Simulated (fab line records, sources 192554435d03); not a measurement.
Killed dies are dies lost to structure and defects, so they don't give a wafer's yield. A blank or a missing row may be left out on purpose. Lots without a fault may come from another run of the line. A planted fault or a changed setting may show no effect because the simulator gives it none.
Chamber matching | flow n5_finfet | N5_STI_FIN_REVEAL_ALD_00 on ald_sin-02: 4 sister chambers
The step deposits SiO2, target thk 1 nm, pulse time 1 s. 4 wafers are shown with their chamber, then 8 later ones without.

WAFERS WITH THEIR CHAMBER
wafer  | chamber | heater_power_w (W)
L075.1 | 0       | 390
L079.4 | 1       | 580
L079.6 | 3       | 520
L082.1 | 2       | 516

WAFERS WITHOUT THEIR CHAMBER
wafer  | heater_power_w (W)
L082.2 | 531
L082.5 | 386
L091.2 | 574
L091.4 | 411
L091.6 | 575
L096.1 | 520
L096.3 | 532
L096.5 | 574

WHICH CHAMBER EACH WENT THROUGH
wafer  | from the rows above     | in truth
L082.2 | can't be placed: 3 or 2 | 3
L082.5 | 0                       | 0
L091.2 | 1                       | 1
L091.4 | 0                       | 0
L091.6 | 1                       | 1
L096.1 | can't be placed: 3 or 2 | 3
L096.3 | can't be placed: 3 or 2 | 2
L096.5 | 1                       | 1
Placed correctly: 5 of 8. Can't be placed from these rows: 3 (the true chamber is among the candidates in 3). Placed wrongly: 0.
How it was worked out, from the rows above alone: a wafer's distance from a chamber is the root of the sum, over the readings, of the square of ((its reading less the chamber's mean) divided by the reading's scatter). The wafer belongs to the nearest chamber; if the next one is less than 2 further off, it can't be placed. A chamber's mean is the mean of its shown wafers. The scatter: with one shown wafer a chamber, the root of the mean of the squares of how far each hidden wafer lies from its nearest shown one.
